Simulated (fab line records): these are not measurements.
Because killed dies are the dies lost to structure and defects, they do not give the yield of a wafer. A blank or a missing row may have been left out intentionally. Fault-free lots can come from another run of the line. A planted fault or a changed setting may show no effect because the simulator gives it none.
fab line records	flow n5-finfet
record lots=7	wafers=39
route steps=1938 shown ZERO_LAYER@4 SD_EPI_N@288 SD_EPI_P@323 SD_ACTIVATION@330 HKMG_FIN@435 MOL_CONTACT_COAG@613
start-h: hours from the record's opening day to when the first of the lot's shown wafers began	wait-h: how many hours have passed since the lot's step before this one	" as in the row above	L1.1+2: a row that stands for several wafers	- either no value or no given start	* or withheld: withheld	< > ~ a bound
route shown NAME@n: NAME is a module with steps in the file, n the number in the route of the first one	usual: the fault-free wafers' mean and standard deviation	same: alike in all rows	chamber/n: place in a boat	sites: the reading at each site	_std_site: the values' standard deviation	_edge_site: outer sites' mean less inner sites'	radius-mm: how far each site lies from the wafer's centre	mask NAME#n: copy n	behind: the last tool/chamber to shape the wafer	hold: cause of the lot's hold/its duration in hours/its outcome	device: transistor that didn't switch, given as n, p or np	end of line: tests of these same wafers at the route's end	a step without rows: its recipe alone	killed: not the wafer's yield, but the dies lost to structure and defects at the first sort	map: dies across one wafer; x = killed, . = not, _ = none there
set.NAME: the setting as run; set.NAME@STEP: as run at that earlier step	model.NAME: the simulator's own value behind a step, which no gauge read
lots with deliberately changed settings; one table per step, one row per wafer
## steps
# step N5_ZERO_LAYER_PECVD_02
# recipe material=SiO2	target-thk-a=100	temp-c=400	precursor=SiH4/N2O	pressure-torr=0.75	rf-w=275	time-s=6
lot.wafer	tool	chamber	start-h	wait-h	set.time-s	model.SiO2_of_ZERO_LAYER_PECVD_02.thk-nm
L077.1	pecvd-02	2	30.28	0.0	6	10.01
L077.2	"	0	"	"	6	10.13
L077.5	"	2	"	"	6	10.1
L082.1	pecvd-01	0	60.28	0.0	6	9.977
L082.2	"	1	"	"	6	10
L082.3	"	2	"	"	9.097	15.11
L082.4	"	1	"	"	9.097	15.36
L082.5	"	2	"	"	6	10.19
L082.6	"	0	"	"	9.097	15.5
L083.1	pecvd-01	2	66.30	0.0	6	9.988
L083.2	"	0	"	"	3.95	6.537
L083.3	"	1	"	"	3.95	6.437
L083.4+5	"	2,1	"	"	6	10.02
L083.6	"	0	"	"	3.95	6.764
L090.1	pecvd-02	2	108.28	0.0	4.09	6.821
L090.2	"	1	"	"	4.09	6.76
L090.3	"	0	"	"	6	9.733
L090.4	"	2	"	"	6	10.02
L090.5	"	1	"	"	4.09	6.992
L090.6	"	0	"	"	6	9.915
L095.1	pecvd-04	1	138.29	0.0	6	9.929
L095.2	"	0	"	"	4.379	7.38
L095.3	"	2	"	"	4.379	7.07
L095.4	"	0	"	"	6	10.17
L095.5	"	2	"	"	4.379	7.303
L095.6	"	1	"	"	6	10.11
L096.1	pecvd-01	1	144.29	0.0	6	10.06
L096.2	"	0	"	"	6	9.873
L096.3	"	2	"	"	6	9.758
L096.4	"	0	"	"	6	9.979
L096.5	"	2	"	"	6	9.874
L096.6	"	1	"	"	6	10.38
L097.1	pecvd-02	2	150.31	0.0	6	9.939
L097.2	"	1	"	"	7.56	12.55
L097.3	"	0	"	"	6	10.03
L097.4	"	2	"	"	7.56	12.74
L097.5	"	1	"	"	6	10.28
L097.6	"	0	"	"	7.56	12.91
# step N5_SD_EPI_N_EPI_21
# recipe material=Si:P	dopant=P	temp-c=680	pressure-torr=255	time-s=690
lot.wafer	tool	chamber	start-h	wait-h	set.epi-growth-time-s	model.Si-P_of_SD_EPI_N_EPI_21.thk-nm
L077.1	epi-rpcvd-01	0	69.26	0.2	690	59.8
L077.2	"	0	"	"	690	60.6
L077.5	"	0	70.76	1.5	690	59.6
L082.1+3	epi-rpcvd-01	0	97.88	0.1	1082	81.6
L082.2	"	0	"	"	690	59.4
L082.4	"	0	"	"	690	59
L082.5	"	0	"	"	690	60
L082.6	"	0	"	"	1082	81.8
L083.1	epi-rpcvd-01	0	104.33	0.1	690	58.2
L083.2	"	0	"	"	690	58.6
L083.3	"	0	"	"	1033	79.2
L083.4	"	0	"	"	1033	77.6
L083.5	"	0	"	"	1033	79
L083.6	"	0	"	"	690	58
L090.1+3+6	epi-rpcvd-01	0	154.56	0.2	690	58.2
L090.2+4	"	0	"	"	690	57.8
L090.5	"	0	156.05	1.5	690	58.8
L095.1	epi-rpcvd-04	0	177.21	0.2	690	59.2
L095.2+3+4	"	0	"	"	690	58
L095.5+6	"	0	178.70	1.5	690	58.2
L096.1	epi-rpcvd-01	0	181.45	0.2	579.3	51
L096.2	"	0	"	"	579.3	52
L096.3	"	0	"	"	579.3	52.6
L096.4+5	"	0	"	"	690	58
L096.6	"	0	"	"	690	58.6
L097.1	epi-rpcvd-01	0	195.13	0.2	690	57.4
L097.2	"	0	"	"	845.9	68
L097.3	"	0	"	"	845.9	66.8
L097.4	"	0	"	"	690	58
L097.5	"	0	"	"	690	58.4
L097.6	"	0	"	"	845.9	67.6
# step N5_SD_EPI_N_EPI_MEAS_23
# recipe mode=xrd
# usual thk-nm=59.0/1.1
lot.wafer	tool	chamber	start-h	wait-h	set.epi-growth-time-s@SD_EPI_N_EPI_21	thk-nm
L077.1	film-metro-01	-	71.54	1.9	690	58.4
L077.2	"	-	"	"	690	60.1
L077.5	"	-	"	"	690	59.9
L082.1	film-metro-01	-	99.60	1.4	1082	82.0
L082.2	"	-	"	"	690	60.3
L082.3	"	-	"	"	1082	80.4
L082.4	"	-	"	"	690	59.6
L082.5	"	-	"	"	690	60.0
L082.6	"	-	"	"	1082	80.7
L083.1	film-metro-01	-	106.06	1.4	690	57.9
L083.2	"	-	"	"	690	59.7
L083.3	"	-	"	"	1033	78.4
L083.4	"	-	"	"	1033	76.2
L083.5	"	-	"	"	1033	78.8
L083.6	"	-	"	"	690	57.9
L090.1	film-metro-02	-	156.83	1.9	690	58.7
L090.2	"	-	"	"	690	57.3
L090.3	"	-	"	"	690	58.4
L090.4	"	-	"	"	690	58.6
L090.5	"	-	"	"	690	58.4
L090.6	"	-	"	"	690	57.1
L095.1	film-metro-02	-	179.49	1.9	690	58.8
L095.2	"	-	"	"	690	58.3
L095.3	"	-	"	"	690	60.0
L095.4	"	-	"	"	690	56.6
L095.5	"	-	"	"	690	58.9
L095.6	"	-	"	"	690	58.6
L096.1	film-metro-01	-	183.74	1.9	579.3	52.8
L096.2	"	-	"	"	579.3	50.5
L096.3	"	-	"	"	579.3	52.0
L096.4	"	-	"	"	690	57.2
L096.5	"	-	"	"	690	58.3
L096.6	"	-	"	"	690	58.1
L097.1	film-metro-01	-	197.40	1.9	690	59.1
L097.2	"	-	"	"	845.9	68.9
L097.3	"	-	"	"	845.9	67.4
L097.4	"	-	"	"	690	57.8
L097.5	"	-	"	"	690	59.2
L097.6	"	-	"	"	845.9	67.6
# step N5_SD_EPI_N_PRECLEAN_24
# recipe chemistry=O3/DIW	time-s=60	temp-c=22	o3-ppm=10
# step N5_SD_EPI_N_SRD_25
# recipe time-s=30	temp-c=23	rinse-liquid=diw	dry=ipa-marangoni
# step N5_SD_EPI_P_HM_STRIP_48
# recipe chemistry=H3PO4	temp-c=160	material=SiNx	target=SiNx	target-depth-a=30	overetch-fraction=0.3
# step N5_SD_EPI_P_SRD_49
# recipe dry=ipa-marangoni	time-s=30	temp-c=23	rinse-liquid=diw
# step N5_SD_EPI_P_PRECLEAN_24
# recipe chemistry=O3/DIW	time-s=45	temp-c=22	o3-ppm=10
lot.wafer	tool	chamber	start-h	wait-h	set.epi-growth-time-s@SD_EPI_N_EPI_21	model.Si-P_of_SD_EPI_N_EPI_21.thk-nm
L077.1	wet-bench-03	0	76.25	0.0	690	59
L077.2	"	5	"	"	690	59.8
L077.5	"	7	"	"	690	58.8
L082.1+3	wet-bench-02	1,2	104.38	0.0	1082	80.4
L082.2	"	3	"	"	690	58.6
L082.4	"	4	"	"	690	58.2
L082.5	"	0	"	"	690	59
L082.6	"	7	"	"	1082	80.6
L083.1	wet-bench-04	0	110.75	0.0	690	57.4
L083.2	"	5	"	"	690	57.8
L083.3	"	6	"	"	1033	78
L083.4	"	3	"	"	1033	76.6
L083.5	"	7	"	"	1033	77.8
L083.6	"	4	"	"	690	57.2
L090.1+6	wet-bench-04	0,1	161.46	0.0	690	57.4
L090.2+4	"	2,7	"	"	690	57
L090.3	"	6	"	"	690	57.2
L090.5	"	3	"	"	690	58
L095.1	wet-bench-04	6	185.30	0.0	690	58.4
L095.2+3+4	"	3,1,7	"	"	690	57.2
L095.5+6	"	0,2	"	"	690	57.4
L096.1	wet-bench-03	5	190.67	0.0	579.3	50.4
L096.2	"	4	"	"	579.3	51.2
L096.3	"	1	"	"	579.3	51.8
L096.4+5	"	7,6	"	"	690	57.2
L096.6	"	0	"	"	690	57.8
L097.1	wet-bench-02	2	202.46	0.0	690	56.6
L097.2	"	1	"	"	845.9	67
L097.3	"	5	"	"	845.9	66
L097.4	"	0	"	"	690	57.2
L097.5	"	7	"	"	690	57.6
L097.6	"	6	"	"	845.9	66.6
# step N5_SD_EPI_P_PRECLEAN_32
# recipe chemistry=dHF	time-s=10	dilution=500:1	temp-c=25
# step N5_SD_EPI_P_PRECLEAN_33
# recipe chemistry=SC2	time-s=45	temp-c=35	mix=1:1:50
# step N5_SD_ACTIVATION_RTA_00
# recipe temp-c=975	time-s=0	ambient=N2	idle-temp-c=600	ramp-up-c-per-s=150	ramp-down-c-per-s=60	cool-to-c=600
# step N5_SD_ACTIVATION_LSA_01
# recipe temp-c=1080	time-s=0.0008	ambient=N2
# step N5_SD_ACTIVATION_RS_MEAS_03
# recipe thk-meas-gauge=four-point-probe
# usual RS_SD_N=21.94/0.28	RS_SD_P=56.3/1.1
lot.wafer	tool	chamber	start-h	wait-h	set.epi-growth-time-s@SD_EPI_N_EPI_21	RS_SD_N[ohm/sq]	RS_SD_P[ohm/sq]
L077.1	film-metro-01	-	76.78	0.2	690	21.60	57.4
L077.2	"	-	"	"	690	21.30	55.7
L077.5	"	-	"	"	690	21.66	57.0
L082.1	film-metro-02	-	104.88	0.2	1082	15.85	57.0
L082.2	"	-	"	"	690	21.71	56.3
L082.3	"	-	"	"	1082	15.76	56.0
L082.4	"	-	"	"	690	21.86	55.7
L082.5	"	-	"	"	690	21.61	56.3
L082.6	"	-	"	"	1082	15.75	56.0
L083.1	film-metro-01	-	111.43	0.2	690	22.16	56.8
L083.2	"	-	"	"	690	22.15	57.0
L083.3	"	-	"	"	1033	16.44	56.4
L083.4	"	-	"	"	1033	16.66	57.5
L083.5	"	-	"	"	1033	16.29	56.6
L083.6	"	-	"	"	690	22.31	56.9
L090.1	film-metro-02	-	161.97	0.2	690	22.08	55.8
L090.2	"	-	"	"	690	22.54	56.8
L090.3	"	-	"	"	690	22.16	55.7
L090.4	"	-	"	"	690	22.20	56.0
L090.5	"	-	"	"	690	21.95	57.0
L090.6	"	-	"	"	690	22.27	56.5
L095.1	film-metro-01	-	185.83	0.2	690	21.95	56.6
L095.2	"	-	"	"	690	22.45	56.6
L095.3	"	-	"	"	690	22.53	56.0
L095.4	"	-	"	"	690	22.48	56.3
L095.5	"	-	"	"	690	22.48	56.4
L095.6	"	-	"	"	690	22.45	56.3
L096.1	film-metro-02	-	191.21	0.2	579.3	25.24	56.6
L096.2	"	-	"	"	579.3	24.79	57.6
L096.3	"	-	"	"	579.3	24.41	57.5
L096.4	"	-	"	"	690	22.16	57.2
L096.5	"	-	"	"	690	22.30	57.5
L096.6	"	-	"	"	690	21.98	56.1
L097.1	film-metro-01	-	202.96	0.2	690	22.27	56.6
L097.2	"	-	"	"	845.9	18.98	56.0
L097.3	"	-	"	"	845.9	19.42	56.4
L097.4	"	-	"	"	690	22.38	55.6
L097.5	"	-	"	"	690	22.26	55.8
L097.6	"	-	"	"	845.9	19.14	56.7
# step N5_HKMG_FIN_ETCH_32
# recipe chemistry=N2/H2	target=SOC	target-depth-a=2400	temp-c=40	time-s=300	ion-energy-ev=200	mask-material=SiARC	pressure-mtorr=30	source-w=840	bias-w=150	n2-flow-sccm=200	h2-flow-sccm=200
lot.wafer	tool	chamber	start-h	wait-h	set.target-depth-a	model.HKMG_FIN.feature-depth-nm	model.etch.depth-nm	model.SiARC_of_HKMG_FIN_COAT_30.thk-nm
L077.1	rie-diel-05	1	92.98	0.0	2400	238.8	238.7	21.6
L077.2	"	2	"	"	2400	234.4	234.5	21.4
L077.5	"	0	"	"	2400	230.2	230.2	22
L082.1	rie-diel-05	3	122.35	0.0	3201	311	311.1	17
L082.2	"	2	"	"	2400	233.4	233.5	21.4
L082.3	"	1	"	"	3201	319.4	319.4	16.8
L082.4	"	0	"	"	2400	228.2	228.1	22
L082.5	"	3	"	"	3201	311.8	311.8	17
L082.6	"	2	"	"	2400	235.2	235.2	21.2
L083.1	rie-diel-05	3	127.98	0.0	3688	365.6	365.5	14
L083.2	"	1	"	"	2400	240.2	240.1	21.6
L083.3	"	0	"	"	3688	356.6	356.6	14.8
L083.4	"	2	"	"	2400	238.8	238.8	21.2
L083.5	"	3	"	"	2400	236.2	236.3	21.4
L083.6	"	0	"	"	3688	354.4	354.4	15
L090.1	rie-diel-06	3	180.84	0.0	2400	231.8	231.8	21.6
L090.2	"	1	"	"	2400	245	244.9	20.8
L090.3	"	0	"	"	2400	246	246.1	20.4
L090.4	"	1	"	"	2400	243.2	243.2	21
L090.5	"	0	"	"	2400	245.6	245.6	20.4
L090.6	"	3	"	"	2400	230.8	230.7	21.6
L095.1	rie-diel-05	1	204.19	0.0	2400	241	241	21.2
L095.2	"	0	"	"	1861	177.6	177.6	24.8
L095.3	"	2	"	"	1861	178.4	178.5	24.6
L095.4	"	0	"	"	2400	227.2	227.2	22
L095.5	"	1	"	"	2400	239.6	239.6	21.4
L095.6	"	2	"	"	1861	180.2	180.2	24.4
L096.1+4	rie-diel-05	0	211.69	0.0	2400	231	231	21.8
L096.2	"	2	"	"	2400	233.4	233.3	21.4
L096.3	"	1	"	"	1906	191	191	24.2
L096.5	"	2	"	"	1906	186	186	24.2
L096.6	"	1	"	"	1906	191.2	191.2	24.2
L097.1	rie-diel-02	3	221.11	0.0	2400	239.2	239.3	21
L097.2	"	0	"	"	2400	246.6	246.6	20.4
L097.3	"	1	"	"	2400	239.4	239.5	20.4
L097.4	"	2	"	"	3093	302.8	302.8	16.8
L097.5	"	2	"	"	3093	304.8	304.7	16.8
L097.6	"	3	"	"	3093	308.4	308.4	17
# step N5_MOL_CONTACT_COAG_ETCHBACK_136
# recipe chemistry=CHF3	target=SiO2	target-depth-a=250	time-s=16.7	ion-energy-ev=200	pressure-mtorr=30	source-w=610	bias-w=170	Ar_flow_sccm=200	CHF3_flow_sccm=50
lot.wafer	tool	chamber	start-h	wait-h	set.target-depth-a	model.SOC_of_MOL_CONTACT_COAG_COAT_62.thk-nm
L077.1+5	rie-diel-02	1	119.00	0.0	250	57.6
L077.2	"	2	"	"	250	57.4
L082.1+3+4	rie-diel-05	3,1,2	147.44	0.0	157.2	58.6
L082.2	"	0	"	"	250	57.6
L082.5	"	1	"	"	250	57.4
L082.6	"	2	"	"	250	57.8
L083.1+5	rie-diel-02	1,2	151.96	0.0	250	57.2
L083.2+4+6	"	3,3,1	"	"	187.6	57.8
L083.3	"	2	"	"	250	57.4
L090.1+6	rie-diel-05	0,2	206.99	0.0	250	57.4
L090.2	"	1	"	"	377.8	55.8
L090.3	"	2	"	"	250	57.2
L090.4	"	1	"	"	377.8	55.6
L090.5	"	0	"	"	377.8	56
L095.1	rie-diel-02	1	235.17	0.0	290	57.2
L095.2	"	0	"	"	290	56.6
L095.3	"	2	"	"	250	57.6
L095.4	"	3	"	"	250	57.2
L095.5	"	1	"	"	290	56.8
L095.6	"	2	"	"	250	57.4
L096.1+6	rie-diel-06	2,3	236.20	0.0	250	57.4
L096.2	"	0	"	"	188.6	58
L096.3	"	3	"	"	250	57.6
L096.4+5	"	2,0	"	"	188.6	58.2
L097.1+6	rie-diel-02	3,1	245.10	0.0	169.9	58.2
L097.2+4+5	"	2,1,0	"	"	250	57.4
L097.3	"	0	"	"	169.9	58.4
# step N5_MOL_CONTACT_COAG_STRIP_120
# recipe chemistry=CHF3	resist=SiARC	rf-frequency-hz=6e+07
# step N5_MOL_CONTACT_COAG_VIA_ETCH_117
# recipe chemistry=C4F6/O2	target-depth-a=400	overetch-a=80	mask-material=SOC	target=SiO2	bias-w=455	pressure-mtorr=10	time-s=26	source-w=325	Ar_flow_sccm=300	C4F6_flow_sccm=10	O2_flow_sccm=10	ion-energy-ev=575.3	ends=end-point
lot.wafer	tool	chamber	start-h	wait-h	set.target-depth-a@MOL_CONTACT_COAG_ETCHBACK_136	model.MOL_CONTACT_COAG.feature-depth-nm	model.etch.depth-nm	model.SOC_of_MOL_CONTACT_COAG_COAT_62.thk-nm
L077.1	rie-diel-02	1	119.03	0.0	250	40.6	40.69	52
L077.2	"	2	"	"	250	40.6	40.67	51.8
L077.5	"	1	"	"	250	40.8	40.82	51.8
L082.1	rie-diel-05	3	147.47	0.0	157.2	47.4	47.33	52.8
L082.2	"	0	"	"	250	40.6	40.66	52
L082.3	"	1	"	"	157.2	47.6	47.56	52.8
L082.4	"	2	"	"	157.2	47	46.93	53
L082.5	"	1	"	"	250	40	39.9	51.6
L082.6	"	2	"	"	250	41	41.03	52.2
L083.1	rie-diel-02	1	151.99	0.0	250	40.2	40.26	51.4
L083.2	"	3	"	"	187.6	46.2	46.28	52
L083.3	"	2	"	"	250	40.8	40.74	51.6
L083.4	"	3	"	"	187.6	46.2	46.24	52
L083.5	"	2	"	"	250	40.6	40.65	51.4
L083.6	"	1	"	"	187.6	46.4	46.46	52
L090.1	rie-diel-05	0	207.02	0.0	250	40.8	40.72	51.8
L090.2	"	1	"	"	377.8	27.2	27.26	50
L090.3	"	2	"	"	250	41	41.05	51.8
L090.4	"	1	"	"	377.8	27.2	27.15	49.8
L090.5	"	0	"	"	377.8	28.4	28.31	50.4
L090.6	"	2	"	"	250	41	40.96	52
L095.1	rie-diel-02	1	235.21	0.0	290	36.8	36.72	51.4
L095.2	"	0	"	"	290	35.8	35.7	50.8
L095.3	"	2	"	"	250	40.6	40.7	51.6
L095.4	"	3	"	"	250	40	40	51.4
L095.5	"	1	"	"	290	36.6	36.55	51
L095.6	"	2	"	"	250	40.6	40.58	51.6
L096.1	rie-diel-06	2	236.23	0.0	250	40.2	40.24	51.6
L096.2	"	0	"	"	188.6	45.8	45.85	52.2
L096.3	"	3	"	"	250	41	40.91	51.6
L096.4	"	2	"	"	188.6	46.6	46.54	52.4
L096.5	"	0	"	"	188.6	46	46.04	52.2
L096.6	"	3	"	"	250	40.8	40.86	51.6
L097.1	rie-diel-02	3	245.14	0.0	169.9	47.8	47.88	52.4
L097.2	"	2	"	"	250	40.4	40.46	51.6
L097.3	"	0	"	"	169.9	47.8	47.73	52.4
L097.4	"	1	"	"	250	40	40.08	51.6
L097.5	"	0	"	"	250	39.6	39.55	51.6
L097.6	"	1	"	"	169.9	47.8	47.81	52.6
# step N5_MOL_CONTACT_COAG_ETCH_124
# recipe chemistry=CH3F/O2	target=SiNx	target-depth-a=65	mask-material=SOC	stop-on=SiOC	over-etch-frac=0.3	ion-energy-ev=120	pressure-mtorr=30	source-w=395	bias-w=73	Ar_flow_sccm=150	CH3F_flow_sccm=30	O2_flow_sccm=20	ends=end-point
# step N5_MOL_CONTACT_COAG_ETCH_48
# recipe chemistry=C4F6/O2	target-depth-a=150	overetch-a=45	mask-material=SOC	target=SiOC	bias-w=465	pressure-mtorr=10	time-s=17	source-w=335	Ar_flow_sccm=300	C4F6_flow_sccm=10	O2_flow_sccm=10	ion-energy-ev=576
lot.wafer	tool	chamber	start-h	wait-h	set.target-depth-a@MOL_CONTACT_COAG_ETCHBACK_136	model.SOC_of_MOL_CONTACT_COAG_COAT_62.thk-nm
L077.1+5	rie-diel-02	1	119.10	0.0	250	46.2
L077.2	"	2	"	"	250	46
L082.1+3	rie-diel-05	3,1	147.54	0.0	157.2	47.2
L082.2	"	0	"	"	250	46.4
L082.4	"	2	"	"	157.2	47.6
L082.5	"	1	"	"	250	45.8
L082.6	"	2	"	"	250	46.6
L083.1+3+5	rie-diel-02	1,2,2	152.06	0.0	250	45.8
L083.2+4	"	3	"	"	187.6	46.2
L083.6	"	1	"	"	187.6	46.4
L090.1+3	rie-diel-05	0,2	207.09	0.0	250	46.2
L090.2	"	1	"	"	377.8	44.4
L090.4	"	1	"	"	377.8	44
L090.5	"	0	"	"	377.8	44.8
L090.6	"	2	"	"	250	46.4
L095.1	rie-diel-02	1	235.28	0.0	290	45.8
L095.2	"	0	"	"	290	44.8
L095.3	"	2	"	"	250	46
L095.4	"	3	"	"	250	45.6
L095.5	"	1	"	"	290	45.4
L095.6	"	2	"	"	250	45.8
L096.1+6	rie-diel-06	2,3	236.30	0.0	250	45.8
L096.2+5	"	0	"	"	188.6	46.4
L096.3	"	3	"	"	250	46
L096.4	"	2	"	"	188.6	46.6
L097.1+3	rie-diel-02	3,0	245.21	0.0	169.9	46.6
L097.2	"	2	"	"	250	45.8
L097.4	"	1	"	"	250	46
L097.5	"	0	"	"	250	45.6
L097.6	"	1	"	"	169.9	47
## key
split step=N5_ZERO_LAYER_PECVD_02	setting=time-s	stated=6	by=wafer
response step=N5_ZERO_LAYER_PECVD_02	reading=model.SiO2_of_ZERO_LAYER_PECVD_02.thk-nm	change=+0.101	per=1%	r=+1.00
split step=N5_SD_EPI_N_EPI_21	setting=epi-growth-time-s	stated=690	by=wafer
response step=N5_SD_EPI_N_EPI_21	reading=model.Si-P_of_SD_EPI_N_EPI_21.thk-nm	change=+0.4	per=1%	r=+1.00
response step=N5_SD_EPI_N_EPI_MEAS_23	reading=thk-nm	change=*	per=1%	r=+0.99
response step=N5_SD_EPI_P_PRECLEAN_24	reading=model.Si-P_of_SD_EPI_N_EPI_21.thk-nm	change=+0.394	per=1%	r=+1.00
response step=N5_SD_ACTIVATION_RS_MEAS_03	reading=RS_SD_N	change=-0.114	per=1%	r=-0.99
split step=N5_HKMG_FIN_ETCH_32	setting=target-depth-a	stated=2400	by=wafer
response step=N5_HKMG_FIN_ETCH_32	reading=model.HKMG_FIN.feature-depth-nm	change=+2.29	per=1%	r=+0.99
response step=N5_HKMG_FIN_ETCH_32	reading=model.etch.depth-nm	change=+2.29	per=1%	r=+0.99
response step=N5_HKMG_FIN_ETCH_32	reading=model.SiARC_of_HKMG_FIN_COAT_30.thk-nm	change=-0.13	per=1%	r=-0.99
split step=N5_MOL_CONTACT_COAG_ETCHBACK_136	setting=target-depth-a	stated=250	by=wafer
response step=N5_MOL_CONTACT_COAG_ETCHBACK_136	reading=model.SOC_of_MOL_CONTACT_COAG_COAT_62.thk-nm	change=-0.0279	per=1%	r=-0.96
response step=N5_MOL_CONTACT_COAG_VIA_ETCH_117	reading=model.MOL_CONTACT_COAG.feature-depth-nm	change=-0.235	per=1%	r=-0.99
response step=N5_MOL_CONTACT_COAG_VIA_ETCH_117	reading=model.etch.depth-nm	change=-0.235	per=1%	r=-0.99
response step=N5_MOL_CONTACT_COAG_VIA_ETCH_117	reading=model.SOC_of_MOL_CONTACT_COAG_COAT_62.thk-nm	change=-0.0295	per=1%	r=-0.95
response step=N5_MOL_CONTACT_COAG_ETCH_48	reading=model.SOC_of_MOL_CONTACT_COAG_COAT_62.thk-nm	change=-0.0306	per=1%	r=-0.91
